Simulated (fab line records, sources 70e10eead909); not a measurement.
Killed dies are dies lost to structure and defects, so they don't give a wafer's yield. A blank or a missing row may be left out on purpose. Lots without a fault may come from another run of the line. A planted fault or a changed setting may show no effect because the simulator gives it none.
fab line records | flow nand_harc
record lots=21 wafers=63 last_day=33
route steps=1302 shown A_STAIRCASE@701
lots that met no fault: from a run of the same line without faults
start_h: hours from the record's first day to the start of the lot's first wafer shown | wait_h: hours since the lot's step before | " the same as in the row above | L1.1+2: a row that stands for several wafers | - no value, or no start given | * or withheld: withheld | < > ~ a bound
route shown NAME@n: a module of which the file shows steps, and the number in the route of the first | usual: mean/standard deviation of fault-free wafers | same: alike in all rows | chamber/n: place in a boat | sites: the reading at each site | _std_site: their standard deviation | _edge_site: outer sites' mean less inner sites' | radius_mm: how far each site lies from the wafer's centre | mask NAME#n: copy n | behind: the tool/chamber that last shaped the wafer | hold: why the lot was held/for how many hours/how that ended | device: the transistor (n, p or np) that didn't switch | end of line: the same wafers' tests at the end of the route | a step without rows: its recipe alone | killed: dies lost to structure and defects at the first sort, not the wafer's yield | map: a wafer's dies, x killed, . not, _ none there
set.NAME: the setting as run; set.NAME@STEP: as run at that earlier step | model.NAME: the simulator's own value behind a step, which no gauge read
steps of the route over a sample of lots; a table a step, a row a wafer
services: from which hour (start_h, from the record's first day; less than 0 if before it) a tool's chamber was out of use, for how many hours, and why
## steps
# step NHARC_A_STAIRCASE_TRIM_187
# recipe time_s=211.2 o2_flow_sccm=500 ar_flow_sccm=0 bias_w=0 chemistry=O2
# usual drypump_motor_current_A=5.8/0.54 oes_product_au=1.001/0.0094 rf_vpp_V=57.6/0.93 showerhead_plenum_p_Torr=3.50/0.15 throttle_valve_pct=17.036/0.01
# same bias_w=0
# columns lot.wafer tool chamber start_h wait_h drypump_motor_current_A oes_product_au rf_hours_counter_h rf_vpp_V showerhead_plenum_p_Torr throttle_valve_pct
L074.2 rie_diel-10 3 364.46 0.1 4.7 0.991 33 57.9 3.57 17.036
L074.6 " 3 " " 4.7 0.988 - 56.7 3.57 17.033
L074.5 " 0 " " 5.6 0.996 - 57.1 3.55 17.033
L075.2 rie_diel-07 3 382.47 0.1 6.3 1.002 26 57.9 3.65 17.035
L075.1 " 1 " " 6.1 0.991 23 58.4 3.61 17.025
L075.5 " 3 " " 6.3 1.008 - 58.6 3.65 17.040
L076.4 rie_diel-03 1 395.88 0.1 6.2 1.007 31 57.8 3.28 17.019
L076.1 " 2 " " 5.2 0.975 35 57.8 3.67 17.036
L076.6 " 3 " " 5.4 0.995 - 57.1 3.38 17.041
L078.1 rie_diel-03 1 399.42 0.1 6.2 1.003 32 56.5 3.28 17.040
L078.2 " 3 " " 5.4 1.003 35 58.4 3.38 17.032
L078.5 " 1 " " 6.2 1.012 - 57.1 3.28 17.029
L077.4 rie_diel-03 0 403.14 0.1 6.3 1.002 35 58.2 3.40 17.039
L077.5 " 2 " " 5.2 0.979 - 59.8 3.67 17.055
L077.6 " 3 " " 5.4 1.007 - 57.3 3.38 17.016
L079.2 rie_diel-10 0 412.59 0.1 5.5 1.004 53 57.7 3.55 17.046
L079.3 " 1 " " 6.4 1.000 48 56.9 3.38 17.046
L079.6 " 1 " " 6.5 1.001 - 57.0 3.37 17.039
L081.3 rie_diel-07 0 434.48 0.1 5.6 1.002 42 58.6 3.34 17.051
L081.1 " 1 " " 6.1 1.008 40 58.2 3.60 17.025
L081.5 " 3 " " 6.3 1.012 - 57.4 3.64 17.046
L082.1 rie_diel-10 0 435.26 0.1 5.6 1.023 2 56.5 3.54 17.059
L082.2 " 2 " " 6.2 0.999 1 57.9 3.77 17.036
L082.4 " 3 " " 4.6 1.001 2 57.8 3.56 17.046
L084.3 rie_diel-10 0 445.82 0.1 5.6 1.021 5 57.4 3.54 17.050
L084.6 " 0 " " 5.6 1.025 - 57.3 3.54 17.026
L084.5 " 1 " " 6.4 1.002 - 57.5 3.37 17.039
L083.3 rie_diel-07 3 452.12 1.1 6.3 1.007 51 58.2 3.64 17.019
L083.2 " 0 " " 5.6 0.995 49 57.7 3.33 17.053
L083.5 " 1 " " 6.1 0.985 - 58.6 3.60 17.035
L085.3 rie_diel-10 0 475.60 0.2 5.5 1.014 9 58.0 3.54 17.037
L085.2 " 3 " " 4.6 0.990 22 59.7 3.55 17.046
L085.5 " 0 " " 5.5 1.017 - 57.0 3.54 17.038
L087.3 rie_diel-10 1 475.82 0.1 6.4 1.010 18 57.2 3.36 17.036
L087.2 " 2 " " 6.1 0.996 21 58.3 3.76 17.051
L087.5 " 3 " " 4.6 1.005 - 57.3 3.55 17.043
L088.2 rie_diel-10 1 493.43 0.1 6.4 1.002 25 57.0 3.36 17.028
L088.3 " 2 " " 6.1 0.999 27 57.9 3.76 17.038
L088.6 " 0 " " 5.6 1.006 - 57.7 3.53 17.033
L089.3 rie_diel-03 0 494.74 1.1 6.2 0.994 9 56.6 3.39 17.030
L089.2 " 1 " " 6.2 1.001 12 57.9 3.80 17.025
L089.4 " 2 " " 5.2 0.994 12 57.5 3.65 17.040
L092.4 rie_diel-10 1 526.29 0.1 6.4 0.998 37 57.5 3.35 17.041
L092.1 " 3 " " 4.6 0.985 42 58.4 3.54 17.041
L092.5 " 1 " " 6.5 1.002 - 57.0 3.35 17.043
L091.2 rie_diel-07 0 526.89 0.1 5.6 0.989 17 57.4 3.32 17.038
L091.5 " 2 " " 5.9 1.007 - 58.1 3.32 17.031
L091.6 " 3 " " 6.3 1.024 - 57.6 3.62 17.022
L093.1 rie_diel-03 1 555.24 0.1 6.2 1.000 29 58.1 3.79 17.023
L093.5 " 0 " " 6.3 0.989 - 56.0 3.38 17.035
L093.6 " 1 " " 6.2 0.994 - 58.5 3.79 17.031
L094.3 rie_diel-10 2 564.00 0.1 6.2 1.004 53 59.4 3.74 17.026
L094.2 " 1 " " 6.4 1.009 50 56.2 3.35 17.032
L094.5 " 3 " " 4.7 0.980 - 56.6 3.53 17.027
L095.3 rie_diel-07 2 567.37 0.1 5.9 0.995 23 57.7 3.32 17.044
L095.4 " 3 " " 6.3 1.005 25 58.3 3.62 17.018
L095.5 " 3 " " 6.3 1.005 - 57.6 3.62 17.046
L096.3 rie_diel-03 0 572.48 0.1 6.3 0.992 30 56.6 3.38 17.045
L096.1 " 1 " " 6.2 0.997 33 57.7 3.79 17.060
L096.5 " 2 " " 5.2 0.998 - 59.4 3.64 17.034
L097.2 rie_diel-10 1 580.78 0.1 6.5 1.013 55 57.5 3.34 17.033
L097.4 " 3 " " 4.7 0.994 60 58.8 3.53 17.033
L097.6 " 0 " " 5.5 1.009 - 57.7 3.52 17.041
# step NHARC_A_STAIRCASE_ETCH_190
# recipe target_depth_a=1000 time_s=40.5 ion_energy_ev=400 c4f8_flow_sccm=20 o2_flow_sccm=10 ar_flow_sccm=withheld rf_w=600 bias_w=1000 chemistry=C4F8/O2
# usual bias_w=1000.0/2.9 oes_product_au=0.944/0.012 rf_fwd_power_W=592.3/2.9 rf_vpp_V=895/5.5
# columns lot.wafer tool chamber start_h wait_h bias_w oes_product_au rf_fwd_power_W rf_hours_counter_h rf_vpp_V
L074.2 rie_diel-10 0 - - 1005.9 0.940 589.9 38 898
L074.5 " 2 " " 1000.5 0.954 591.6 - 905
L074.6 " 3 " " 1000.8 0.930 591.6 - 897
L075.2 rie_diel-07 3 - - 1000.8 0.964 592.8 26 901
L075.1 " 2 " " 993.9 0.970 590.6 22 890
L075.5 " 3 " " 1002.4 0.954 591.6 - 900
L076.1 rie_diel-03 2 - - 1003.5 0.937 589.6 35 902
L076.4 " 3 " " 998.7 0.947 588.7 34 892
L076.6 " 1 " " 1001.7 0.950 595.0 - 888
L078.2 rie_diel-03 3 - - 995.9 0.940 589.7 35 891
L078.1 " 2 " " 1002.3 0.930 589.6 36 900
L078.5 " 0 " " 999.0 0.933 592.9 - 891
L077.4 rie_diel-03 1 - - 998.4 0.950 594.5 34 887
L077.5 " 3 " " 998.6 0.945 587.1 - 889
L077.6 " 0 " " 1001.0 0.951 591.1 - 892
L079.2 rie_diel-10 1 - - 1002.1 0.947 592.3 48 889
L079.3 " 3 " " 994.9 0.939 586.4 51 895
L079.6 " 1 " " 1000.1 0.943 592.5 - 890
L081.1 rie_diel-07 2 - - 1006.3 0.917 588.4 42 889
L081.3 " 3 " " 998.1 0.935 593.1 45 901
L081.5 " 0 " " 996.9 0.943 592.9 - 889
L082.4 rie_diel-10 0 - - 1000.2 0.963 588.8 2 896
L082.1 " 1 " " 997.5 0.967 594.7 1 890
L082.2 " 3 " " 997.8 0.956 587.9 2 897
L084.3 rie_diel-10 1 - - 997.8 0.954 596.2 5 890
L084.6 " 2 " " 998.2 0.962 595.7 - 905
L084.5 " 3 " " 1000.1 0.946 589.9 - 896
L083.3 rie_diel-07 0 - - 994.7 0.932 595.0 49 888
L083.2 " 1 " " 1003.6 0.941 593.5 45 898
L083.5 " 0 " " 992.6 0.935 595.3 - 890
L085.3 rie_diel-10 0 - - 997.6 0.943 590.4 10 897
L085.2 " 3 " " 996.0 0.923 590.6 22 897
L085.5 " 0 " " 993.8 0.946 591.2 - 896
L087.3 rie_diel-10 2 - - 995.9 0.947 592.2 22 905
L087.2 " 1 " " 994.9 0.934 595.4 19 888
L087.5 " 3 " " 1003.7 0.923 587.7 - 897
L088.2 rie_diel-10 3 - - 997.9 0.950 589.6 29 896
L088.3 " 2 " " 999.8 0.943 596.5 27 904
L088.6 " 3 " " 1000.9 0.941 589.3 - 896
L089.4 rie_diel-03 1 - - 999.1 0.919 596.6 12 905
L089.3 " 2 " " 994.1 0.911 590.8 12 900
L089.2 " 3 " " 1003.4 0.925 591.3 10 891
L092.1 rie_diel-10 1 - - 1002.8 0.946 598.0 37 889
L092.4 " 3 " " 1005.4 0.952 590.7 42 896
L092.5 " 0 " " 1000.6 0.965 592.4 - 896
L091.2 rie_diel-07 2 - - 1001.7 0.958 588.7 15 888
L091.5 " 3 " " 1001.0 0.955 593.6 - 899
L091.6 " 0 " " 1002.4 0.948 596.4 - 889
L093.1 rie_diel-03 0 - - 1000.0 0.946 593.8 26 891
L093.6 " 3 " " 995.7 0.959 594.0 - 889
L093.5 " 0 " " 1000.9 0.935 592.8 - 891
L094.2 rie_diel-10 3 - - 997.3 0.938 586.4 55 895
L094.3 " 2 " " 1001.5 0.941 597.0 53 903
L094.5 " 3 " " 1000.8 0.937 589.0 - 896
L095.3 rie_diel-07 0 - - 1004.3 0.933 594.1 27 888
L095.4 " 1 " " 998.2 0.949 590.8 26 897
L095.5 " 0 " " 1006.2 0.928 595.0 - 887
L096.1 rie_diel-03 3 - - 998.1 0.940 590.8 34 891
L096.3 " 2 " " 999.1 0.947 594.6 37 900
L096.5 " 0 " " 1002.1 0.938 595.4 - 891
L097.2 rie_diel-10 0 - - 1003.2 0.938 588.9 47 896
L097.4 " 1 " " 997.5 0.938 595.1 55 888
L097.6 " 2 " " 999.8 0.935 595.6 - 903
# step NHARC_A_STAIRCASE_ETCH_199
# recipe target_depth_a=1000 time_s=40.5 ion_energy_ev=400 c4f8_flow_sccm=20 o2_flow_sccm=10 ar_flow_sccm=withheld rf_w=600 bias_w=1000 chemistry=C4F8/O2
# usual bias_w=1000/3.1 oes_product_au=0.947/0.012 rf_fwd_power_W=592.6/2.4 rf_vpp_V=895/5.8
# columns lot.wafer tool chamber start_h wait_h bias_w oes_product_au rf_fwd_power_W rf_hours_counter_h rf_vpp_V
L074.2 rie_diel-07 1 - - 998 0.968 593.9 18 899
L074.5 " 2 " " 1003 0.937 590.7 - 890
L074.6 " 3 " " 1002 0.954 593.9 - 901
L075.1 rie_diel-03 2 - - 1002 0.940 591.3 33 901
L075.2 " 0 " " 1004 0.953 594.1 31 891
L075.5 " 3 " " 998 0.968 591.6 - 890
L076.1 rie_diel-03 1 - - 996 0.972 593.5 32 884
L076.4 " 2 " " 1001 0.927 592.9 35 902
L076.6 " 0 " " 1002 0.956 592.0 - 892
L078.2 rie_diel-10 1 - - 1001 0.955 595.5 43 891
L078.1 " 2 " " 1002 0.965 593.8 54 905
L078.5 " 0 " " 1004 0.940 590.3 - 897
L077.4 rie_diel-03 0 - - 1000 0.937 592.0 36 892
L077.6 " 0 " " 1002 0.938 590.2 - 893
L077.5 " 1 " " 1000 0.941 597.9 - 887
L079.3 rie_diel-07 2 - - 1007 0.944 592.5 33 890
L079.2 " 0 " " 997 0.957 591.6 36 889
L079.6 " 1 " " 999 0.958 594.0 - 898
L081.3 rie_diel-03 2 - - 999 0.941 592.7 53 901
L081.1 " 0 " " 996 0.965 595.7 48 891
L081.5 " 2 " " 999 0.945 592.6 - 901
L082.4 rie_diel-10 3 - - 993 0.942 589.2 2 896
L082.1 " 0 " " 998 0.949 591.1 2 897
L082.2 " 2 " " 999 0.938 594.2 2 906
L084.3 rie_diel-03 0 - - 998 0.948 598.2 51 890
L084.6 " 3 " " 1004 0.948 590.1 - 890
L084.5 " 0 " " 1000 0.948 595.5 - 891
L083.3 rie_diel-03 3 - - 1001 0.955 591.3 54 889
L083.2 " 2 " " 995 0.954 590.8 57 900
L083.5 " 3 " " 1001 0.965 589.6 - 890
L085.2 rie_diel-03 2 - - 1005 0.937 592.7 3 901
L085.3 " 0 " " 1009 0.926 592.8 3 890
L085.5 " 2 " " 997 0.938 593.8 - 899
L087.2 rie_diel-10 3 - - 998 0.935 589.7 23 897
L087.3 " 0 " " 998 0.958 590.0 11 895
L087.5 " 2 " " 1001 0.945 594.8 - 905
L088.3 rie_diel-10 2 - - 1000 0.946 597.4 28 904
L088.2 " 0 " " 997 0.956 591.1 18 895
L088.6 " 1 " " 996 0.946 595.9 - 889
L089.3 rie_diel-03 3 - - 1002 0.956 594.0 10 889
L089.2 " 0 " " 1003 0.929 591.5 10 891
L089.4 " 1 " " 995 0.947 595.9 13 905
L092.4 rie_diel-10 1 - - 999 0.951 595.0 38 889
L092.1 " 0 " " 1004 0.959 588.3 29 897
L092.5 " 1 " " 1004 0.939 596.1 - 890
L091.2 rie_diel-07 3 - - 1000 0.958 594.4 17 898
L091.6 " 1 " " 1006 0.941 591.6 - 898
L091.5 " 2 " " 1000 0.948 588.9 - 890
L093.1 rie_diel-07 0 - - 996 0.917 593.5 25 887
L093.6 " 3 " " 1005 0.945 592.4 - 899
L093.5 " 0 " " 998 0.924 592.9 - 889
L094.2 rie_diel-10 3 - - 995 0.935 588.2 55 897
L094.3 " 1 " " 1000 0.951 594.8 50 890
L094.5 " 2 " " 1004 0.950 593.5 - 903
L095.3 rie_diel-07 1 - - 998 0.950 597.4 26 896
L095.4 " 3 " " 1001 0.960 591.8 26 899
L095.5 " 0 " " 999 0.927 592.3 - 889
L096.3 rie_diel-03 1 - - 1000 0.955 594.0 33 906
L096.1 " 3 " " 1001 0.939 590.9 35 890
L096.5 " 1 " " 1008 0.948 594.3 - 905
L097.2 rie_diel-10 3 - - 997 0.946 589.0 61 896
L097.4 " 0 " " 999 0.951 589.2 47 895
L097.6 " 1 " " 1002 0.947 596.0 - 890
# step NHARC_A_STAIRCASE_ETCH_203
# recipe target_depth_a=1000 time_s=40.5 ion_energy_ev=400 c4f8_flow_sccm=20 o2_flow_sccm=10 ar_flow_sccm=withheld rf_w=600 bias_w=1000 chemistry=C4F8/O2
# usual bias_w=1000/3.6 oes_product_au=0.946/0.011 rf_fwd_power_W=592.3/2.7 rf_vpp_V=894/5.7
# columns lot.wafer tool chamber start_h wait_h bias_w oes_product_au rf_fwd_power_W rf_hours_counter_h rf_vpp_V
L074.2 rie_diel-07 3 - - 1004 0.950 593.7 20 901
L074.6 " 3 " " 1002 0.955 592.1 - 901
L074.5 " 0 " " 1006 0.941 592.4 - 890
L075.2 rie_diel-03 1 - - 1005 0.957 593.4 29 888
L075.1 " 3 " " 994 0.951 592.8 32 890
L075.5 " 2 " " 1002 0.922 590.6 - 902
L076.4 rie_diel-03 1 - - 1000 0.960 593.9 32 885
L076.1 " 2 " " 1002 0.914 593.7 36 900
L076.6 " 1 " " 1000 0.960 595.1 - 885
L078.2 rie_diel-10 0 - - 1007 0.952 588.1 51 897
L078.1 " 3 " " 999 0.935 588.3 48 897
L078.5 " 0 " " 999 0.952 590.0 - 898
L077.4 rie_diel-03 0 - - 996 0.934 592.2 36 892
L077.6 " 1 " " 1000 0.944 593.8 - 888
L077.5 " 2 " " 1004 0.920 592.1 - 902
L079.2 rie_diel-07 3 - - 999 0.960 592.8 38 900
L079.3 " 0 " " 995 0.946 592.2 36 889
L079.6 " 2 " " 1009 0.948 590.1 - 888
L081.3 rie_diel-03 1 - - 1001 0.960 593.0 44 886
L081.1 " 2 " " 1007 0.944 589.1 53 900
L081.5 " 1 " " 997 0.954 592.4 - 887
L082.2 rie_diel-10 3 - - 1001 0.941 589.6 3 897
L082.1 " 1 " " 1001 0.953 594.6 2 889
L082.4 " 2 " " 1000 0.950 596.9 2 904
L084.3 rie_diel-03 3 - - 998 0.950 589.5 52 891
L084.6 " 3 " " 999 0.962 593.2 - 889
L084.5 " 0 " " 993 0.951 591.9 - 891
L083.3 rie_diel-03 2 - - 1000 0.938 590.9 58 901
L083.2 " 0 " " 996 0.956 593.8 53 891
L083.5 " 1 " " 1000 0.952 593.3 - 887
L085.2 rie_diel-03 3 - - 999 0.947 591.9 4 891
L085.3 " 2 " " 1002 0.942 591.5 4 901
L085.5 " 0 " " 999 0.942 594.0 - 892
L087.2 rie_diel-10 0 - - 998 0.934 588.5 12 896
L087.3 " 1 " " 996 0.932 595.2 21 889
L087.5 " 3 " " 995 0.919 589.3 - 896
L088.3 rie_diel-10 3 - - 999 0.962 586.9 31 896
L088.2 " 1 " " 996 0.940 594.0 26 891
L088.6 " 3 " " 996 0.960 588.2 - 895
L089.2 rie_diel-03 1 - - 1006 0.946 594.2 13 905
L089.3 " 3 " " 1002 0.946 589.0 10 888
L089.4 " 0 " " 1001 0.950 594.2 10 892
L092.1 rie_diel-10 0 - - 997 0.939 588.1 29 895
L092.4 " 1 " " 997 0.936 596.6 38 890
L092.5 " 3 " " 1006 0.927 589.8 - 896
L091.2 rie_diel-07 2 - - 1000 0.949 588.5 15 888
L091.6 " 0 " " 1002 0.932 588.9 - 889
L091.5 " 1 " " 1006 0.945 595.3 - 899
L093.1 rie_diel-07 1 - - 1002 0.945 591.2 23 898
L093.6 " 2 " " 1000 0.942 589.4 - 890
L093.5 " 3 " " 1009 0.950 597.3 - 901
L094.2 rie_diel-10 2 - - 1001 0.937 592.1 54 903
L094.3 " 3 " " 1004 0.958 588.6 55 896
L094.5 " 2 " " 1003 0.956 594.4 - 904
L095.4 rie_diel-07 0 - - 998 0.935 594.0 29 886
L095.3 " 2 " " 994 0.947 587.4 24 889
L095.5 " 1 " " 1002 0.961 593.8 - 898
L096.3 rie_diel-03 1 - - 997 0.961 596.1 34 906
L096.1 " 2 " " 1003 0.944 594.6 38 898
L096.5 " 0 " " 993 0.938 594.9 - 890
L097.4 rie_diel-10 0 - - 999 0.956 593.2 48 895
L097.2 " 1 " " 998 0.941 594.5 56 889
L097.6 " 1 " " 1002 0.952 596.3 - 889
# step NHARC_A_STAIRCASE_TRIM_226
# recipe time_s=211.2 o2_flow_sccm=500 ar_flow_sccm=0 bias_w=0 chemistry=O2
# usual drypump_motor_current_A=5.9/0.49 oes_product_au=1.000/0.0095 rf_vpp_V=57.7/0.9 showerhead_plenum_p_Torr=3.49/0.16 throttle_valve_pct=17.036/0.0097
# same bias_w=0
# columns lot.wafer tool chamber start_h wait_h drypump_motor_current_A oes_product_au rf_hours_counter_h rf_vpp_V showerhead_plenum_p_Torr throttle_valve_pct
L074.2 rie_diel-07 0 - - 5.6 0.990 23 57.9 3.35 17.046
L074.6 " 3 " " 6.3 1.011 - 58.3 3.65 17.028
L074.5 " 0 " " 5.6 0.999 - 58.7 3.35 17.040
L075.2 rie_diel-07 3 - - 6.3 1.000 27 59.1 3.65 17.037
L075.1 " 2 " " 6.0 0.991 23 58.2 3.35 17.024
L075.5 " 3 " " 6.3 1.000 - 58.1 3.65 17.047
L076.1 rie_diel-03 0 - - 6.3 0.996 35 57.6 3.40 17.031
L076.4 " 2 " " 5.3 0.982 37 57.7 3.67 17.026
L076.6 " 1 " " 6.2 1.013 - 57.9 3.28 17.047
L078.2 rie_diel-03 0 - - 6.3 0.998 36 56.5 3.40 17.049
L078.1 " 1 " " 6.2 1.009 35 58.9 3.27 17.038
L078.5 " 2 " " 5.2 0.988 - 58.1 3.67 17.037
L077.4 rie_diel-07 2 - - 6.0 0.999 31 58.1 3.34 17.039
L077.6 " 0 " " 5.6 1.001 - 57.4 3.34 17.033
L077.5 " 1 " " 6.1 1.011 - 58.3 3.61 17.036
L079.2 rie_diel-10 0 - - 5.6 1.005 55 56.7 3.54 17.043
L079.3 " 1 " " 6.4 0.999 50 57.7 3.37 17.047
L079.6 " 3 " " 4.6 0.993 - 58.2 3.56 17.044
L081.1 rie_diel-07 0 - - 5.6 0.996 44 56.2 3.34 17.043
L081.3 " 2 " " 5.9 0.991 43 58.2 3.34 17.034
L081.5 " 0 " " 5.6 0.999 - 56.6 3.33 17.047
L082.1 rie_diel-07 0 - - 5.6 0.992 45 57.2 3.33 17.030
L082.4 " 2 " " 6.0 0.994 44 56.6 3.34 17.047
L082.2 " 3 " " 6.3 1.000 47 59.1 3.64 17.049
L084.3 rie_diel-03 3 - - 5.3 0.998 52 57.9 3.37 17.036
L084.6 " 1 " " 6.2 1.007 - 56.6 3.27 17.045
L084.5 " 2 " " 5.2 0.991 - 57.6 3.66 17.018
L083.3 rie_diel-03 1 - - 6.2 1.013 49 58.6 3.27 17.030
L083.2 " 2 " " 5.2 0.986 58 58.0 3.66 17.013
L083.5 " 1 " " 6.2 1.017 - 57.6 3.27 17.042
L085.2 rie_diel-10 3 - - 4.6 1.001 24 58.1 3.55 17.017
L085.3 " 0 " " 5.5 1.023 13 57.8 3.54 17.044
L085.5 " 3 " " 4.6 1.003 - 58.5 3.55 17.039
L087.3 rie_diel-03 0 - - 6.3 1.003 5 56.5 3.39 17.035
L087.2 " 2 " " 5.2 1.002 5 58.7 3.66 17.044
L087.5 " 3 " " 5.4 1.000 - 58.1 3.36 17.037
L088.3 rie_diel-07 0 - - 5.6 0.999 7 56.4 3.32 17.038
L088.2 " 2 " " 5.9 1.007 5 56.2 3.33 17.037
L088.6 " 0 " " 5.6 1.003 - 58.9 3.32 17.029
L089.2 rie_diel-03 0 - - 6.3 0.986 11 57.0 3.39 17.021
L089.4 " 2 " " 5.2 0.997 13 58.7 3.65 17.019
L089.3 " 3 " " 5.4 0.994 11 57.3 3.36 17.013
L092.1 rie_diel-10 3 - - 4.7 0.987 43 57.3 3.54 17.060
L092.4 " 2 " " 6.2 1.001 42 58.1 3.75 17.020
L092.5 " 0 " " 5.5 0.987 - 58.7 3.53 17.030
L091.2 rie_diel-03 0 - - 6.3 0.982 19 56.3 3.38 17.049
L091.5 " 0 " " 6.3 0.980 - 58.0 3.38 17.047
L091.6 " 1 " " 6.2 1.005 - 57.0 3.80 17.046
L093.1 rie_diel-07 2 - - 6.0 1.005 21 56.0 3.32 17.045
L093.5 " 3 " " 6.4 1.004 - 58.8 3.62 17.044
L093.6 " 0 " " 5.6 0.987 - 57.6 3.31 17.035
L094.2 rie_diel-07 3 - - 6.3 1.011 26 57.1 3.62 17.034
L094.3 " 0 " " 5.5 0.987 28 58.1 3.31 17.038
L094.5 " 3 " " 6.3 1.017 - 58.7 3.62 17.026
L095.4 rie_diel-03 2 - - 5.2 1.006 37 56.8 3.64 17.039
L095.3 " 0 " " 6.3 0.997 30 57.7 3.38 17.039
L095.5 " 2 " " 5.2 1.005 - 57.6 3.64 17.027
L096.3 rie_diel-07 2 - - 6.0 0.994 26 58.1 3.32 17.041
L096.1 " 3 " " 6.3 1.009 28 57.7 3.62 17.032
L096.5 " 3 " " 6.3 1.011 - 58.5 3.62 17.024
L097.2 rie_diel-07 3 - - 6.3 1.019 31 59.8 3.62 17.035
L097.6 " 1 " " 6.1 1.002 - 59.6 3.58 17.032
L097.4 " 2 " " 6.0 0.990 - 57.3 3.32 17.031
# step NHARC_A_STAIRCASE_TRIM_235
# recipe time_s=211.2 o2_flow_sccm=500 ar_flow_sccm=0 bias_w=0 chemistry=O2
# usual drypump_motor_current_A=5.9/0.48 oes_product_au=1.002/0.01 rf_vpp_V=57.7/0.87 showerhead_plenum_p_Torr=3.49/0.15 throttle_valve_pct=17.036/0.0088
# same bias_w=0
# columns lot.wafer tool chamber start_h wait_h drypump_motor_current_A oes_product_au rf_hours_counter_h rf_vpp_V showerhead_plenum_p_Torr throttle_valve_pct
L074.2 rie_diel-03 3 - - 5.4 1.005 28 57.2 3.38 17.032
L074.6 " 2 " " 5.2 0.982 - 56.6 3.68 17.051
L074.5 " 3 " " 5.4 1.004 - 56.1 3.38 17.033
L075.2 rie_diel-07 0 - - 5.6 0.998 29 57.4 3.34 17.034
L075.1 " 3 " " 6.3 1.014 28 57.2 3.65 17.017
L075.5 " 0 " " 5.6 0.998 - 55.7 3.34 17.031
L076.4 rie_diel-07 3 - - 6.3 0.996 33 58.1 3.65 17.051
L076.1 " 0 " " 5.6 0.986 33 58.0 3.34 17.031
L076.6 " 3 " " 6.3 1.009 - 58.5 3.65 17.050
L078.2 rie_diel-03 1 - - 6.2 0.994 35 57.4 3.28 17.043
L078.1 " 3 " " 5.4 0.989 38 55.7 3.38 17.025
L078.5 " 1 " " 6.2 1.001 - 57.1 3.27 17.039
L077.4 rie_diel-03 2 - - 5.3 0.974 40 59.0 3.67 17.041
L077.5 " 3 " " 5.4 1.000 - 56.7 3.38 17.037
L077.6 " 0 " " 6.3 1.002 - 58.9 3.40 17.053
L079.3 rie_diel-10 1 - - 6.4 0.993 50 57.4 3.37 17.035
L079.2 " 3 " " 4.7 0.994 53 56.9 3.56 17.041
L079.6 " 0 " " 5.6 1.007 - 59.4 3.54 17.026
L081.3 rie_diel-07 1 - - 6.1 1.007 42 59.2 3.60 17.040
L081.1 " 3 " " 6.3 0.991 47 58.5 3.64 17.033
L081.5 " 1 " " 6.1 0.993 - 56.6 3.60 17.028
L082.4 rie_diel-10 1 - - 6.4 1.004 3 57.7 3.37 17.034
L082.2 " 2 " " 6.2 0.997 4 58.2 3.77 17.035
L082.1 " 3 " " 4.6 0.995 4 58.4 3.56 17.047
L084.3 rie_diel-10 0 - - 5.5 1.021 9 58.7 3.54 17.037
L084.6 " 0 " " 5.5 1.021 - 57.5 3.54 17.041
L084.5 " 1 " " 6.4 0.996 - 57.1 3.37 17.042
L083.3 rie_diel-03 1 - - 6.2 1.015 49 55.8 3.27 17.039
L083.2 " 3 " " 5.4 1.005 55 59.0 3.37 17.034
L083.5 " 2 " " 5.2 0.976 - 58.0 3.66 17.044
L085.3 rie_diel-10 0 - - 5.6 1.014 13 57.1 3.54 17.036
L085.2 " 1 " " 6.5 1.002 22 57.8 3.36 17.038
L085.5 " 0 " " 5.5 1.026 - 57.6 3.54 17.025
L087.3 rie_diel-10 0 - - 5.6 1.018 13 57.7 3.54 17.043
L087.2 " 2 " " 6.1 1.001 24 58.9 3.76 17.047
L087.5 " 1 " " 6.4 1.001 - 57.5 3.36 17.043
L088.2 rie_diel-10 0 - - 5.6 1.013 20 59.0 3.53 17.040
L088.3 " 3 " " 4.6 1.003 33 58.2 3.54 17.045
L088.6 " 0 " " 5.6 1.003 - 56.5 3.53 17.033
L089.3 rie_diel-07 2 - - 6.0 0.995 5 57.6 3.33 17.024
L089.4 " 3 " " 6.3 1.005 7 57.9 3.63 17.031
L089.2 " 0 " " 5.6 0.995 7 56.9 3.32 17.046
L092.1 rie_diel-10 0 - - 5.5 1.004 30 57.5 3.53 17.021
L092.4 " 1 " " 6.5 1.005 39 56.4 3.35 17.022
L092.5 " 1 " " 6.4 1.009 - 56.5 3.35 17.037
L091.2 rie_diel-07 2 - - 6.0 1.004 16 57.6 3.32 17.033
L091.6 " 2 " " 5.9 1.004 - 57.6 3.32 17.006
L091.5 " 3 " " 6.3 1.013 - 58.9 3.62 17.043
L093.1 rie_diel-07 0 - - 5.6 1.001 26 57.3 3.31 17.059
L093.5 " 0 " " 5.6 0.999 - 57.5 3.31 17.033
L093.6 " 1 " " 6.1 1.008 - 58.2 3.58 17.044
L094.3 rie_diel-10 3 - - 4.7 1.003 57 58.4 3.53 17.032
L094.2 " 0 " " 5.6 1.013 44 57.1 3.52 17.017
L094.5 " 2 " " 6.1 0.993 - 57.0 3.74 17.032
L095.3 rie_diel-07 1 - - 6.1 1.007 27 58.6 3.58 17.036
L095.4 " 1 " " 6.1 1.008 - 58.1 3.58 17.037
L095.5 " 2 " " 5.9 0.996 - 56.7 3.32 17.037
L096.3 rie_diel-07 2 - - 5.9 0.999 26 57.3 3.32 17.042
L096.1 " 3 " " 6.3 1.022 28 56.9 3.62 17.039
L096.5 " 2 " " 6.0 1.004 - 56.5 3.32 17.043
L097.2 rie_diel-07 3 - - 6.3 1.009 31 59.1 3.61 17.026
L097.4 " 2 " " 6.0 0.997 - 58.0 3.31 17.049
L097.6 " 3 " " 6.3 1.013 - 57.3 3.61 17.034
## services
# columns tool chamber start_h hours kind
rie_diel-07 3 342.44 7.7 repair
rie_diel-10 0 351.47 - clean
rie_diel-10 1 351.47 - clean
rie_diel-10 2 351.47 - clean
rie_diel-10 3 351.47 - clean
rie_diel-10 1 370.11 9.0 repair
rie_diel-07 - 371.58 1.8 repair
rie_diel-10 0 378.87 - clean
rie_diel-10 2 378.87 - clean
rie_diel-10 3 378.87 - clean
rie_diel-10 0 403.37 - clean
rie_diel-10 1 403.37 - clean
rie_diel-10 2 403.37 - clean
rie_diel-10 3 403.37 - clean
rie_diel-10 - 421.40 9.0 pm
rie_diel-10 0 421.40 9.0 vent_cycle
rie_diel-10 1 421.40 9.0 vent_cycle
rie_diel-10 2 421.40 9.0 vent_cycle
rie_diel-10 3 421.40 9.0 vent_cycle
rie_diel-10 0 456.59 16.1 repair
rie_diel-03 - 461.93 9.0 pm
rie_diel-07 - 471.69 9.0 pm
rie_diel-10 - 485.03 0.4 repair
rie_diel-07 0 571.79 18.5 repair
## key
fault none
